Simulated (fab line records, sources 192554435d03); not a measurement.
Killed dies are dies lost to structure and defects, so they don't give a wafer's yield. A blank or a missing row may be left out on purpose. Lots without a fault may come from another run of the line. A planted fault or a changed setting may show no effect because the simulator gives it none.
One fault seen from 2 desks | flow n5_finfet | each desk has only its own numbers; what lay behind them comes last

THE DEFECT DESK
What the inspections along the route counted, lot by lot: means of the sampled wafers that have a number. A lot is out of limits, marked OUT, if its mean lies more than 4 standard deviations from the usual mean; the brackets give that distance.
Columns: A = raw_defect_count at N5_WELL_APT_INSPECT_38, usual 12; B = raw_defect_count at N5_PMOS_HMC_CHANNEL_EPI_INSPECT_11, usual 2.1
lot  | first seen here | A  | B
L946 | day 2 23:35     | 5  | 2.7
L950 | day 3 23:55     | 12 | 2.0
L954 | day 4 23:04     | 13 | 2.0
L960 | day 6 10:41     | 13 | 1.7
L962 | day 6 22:55     | 9  | 2.7
L963 | day 7 04:44     | 14 | 1.3
This desk's finding: nothing out of limits on any of the 6 lots.

THE METROLOGY DESK
What the gauges read, lot by lot, whatever tool the lot ran on: means of the sampled wafers that have a number. A lot is out of limits, marked OUT, if its mean lies more than 4 standard deviations from the usual mean; the brackets give that distance. Of its 12 readings 7 are shown: the one that was out of limits first, and those that lie furthest out on some lot.
Columns: A = PMOS_HMC_BLK_OVL at N5_PMOS_HMC_CHANNEL_EPI_OVL_MEAS_10, usual 0.1 nm; B = DIBL_N at N5_BEOL_M4_RC_MEAS_101, usual 37.1 mV/V; C = IOFF_P at N5_BEOL_M4_RC_MEAS_101, usual 0.21 nA/um; D = ION_N at N5_BEOL_M4_RC_MEAS_101, usual 674 uA/um; E = ION_P at N5_BEOL_M4_RC_MEAS_101, usual 459 uA/um; F = VT_N at N5_BEOL_M4_RC_MEAS_101, usual 250 mV; G = VT_P at N5_BEOL_M4_RC_MEAS_101, usual -251 mV
lot  | first seen here | A                      | B    | C    | D   | E   | F   | G
L946 | day 2 23:53     | -0.3                   | 34.5 | 0.13 | 643 | 438 | 257 | -259
L950 | day 4 00:14     | 0.0                    | 36.5 | 0.16 | 665 | 449 | 251 | -256
L954 | day 4 23:31     | 83.6 (+99 or more) OUT | 36.3 | 0.21 | 667 | 457 | 251 | -250
L960 | day 6 11:07     | 81.8 (+99 or more) OUT | 38.3 | 0.24 | 680 | 462 | 248 | -249
L962 | day 6 23:22     | 0.4                    | 33.2 | 0.14 | 653 | 441 | 252 | -258
L963 | day 7 05:11     | 1.3                    | 36.8 | 0.18 | 671 | 450 | 249 | -256
This desk's finding: out of limits on L954, L960; first on L954, day 4 23:32 (PMOS_HMC_BLK_OVL at N5_PMOS_HMC_CHANNEL_EPI_OVL_MEAS_10). In limits: L946, L950, L962, L963.

PUT TOGETHER
The metrology desk could have raised an alarm at day 4 23:32, on L954, L960.
The defect desk saw nothing out of limits.
The defect desk has L954, L960 on record, within its limits.
Of the lots named, all ran N5_PMOS_HMC_CHANNEL_EPI_EXPOSE_06 on arfi_scanner-01.

WHAT THE SIMULATOR HAD PUT IN
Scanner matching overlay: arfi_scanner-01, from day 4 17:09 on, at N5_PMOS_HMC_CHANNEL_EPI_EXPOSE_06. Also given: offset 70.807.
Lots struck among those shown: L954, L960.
Hours from the fault's start to each desk's first reading out of limits: the metrology desk, 6.
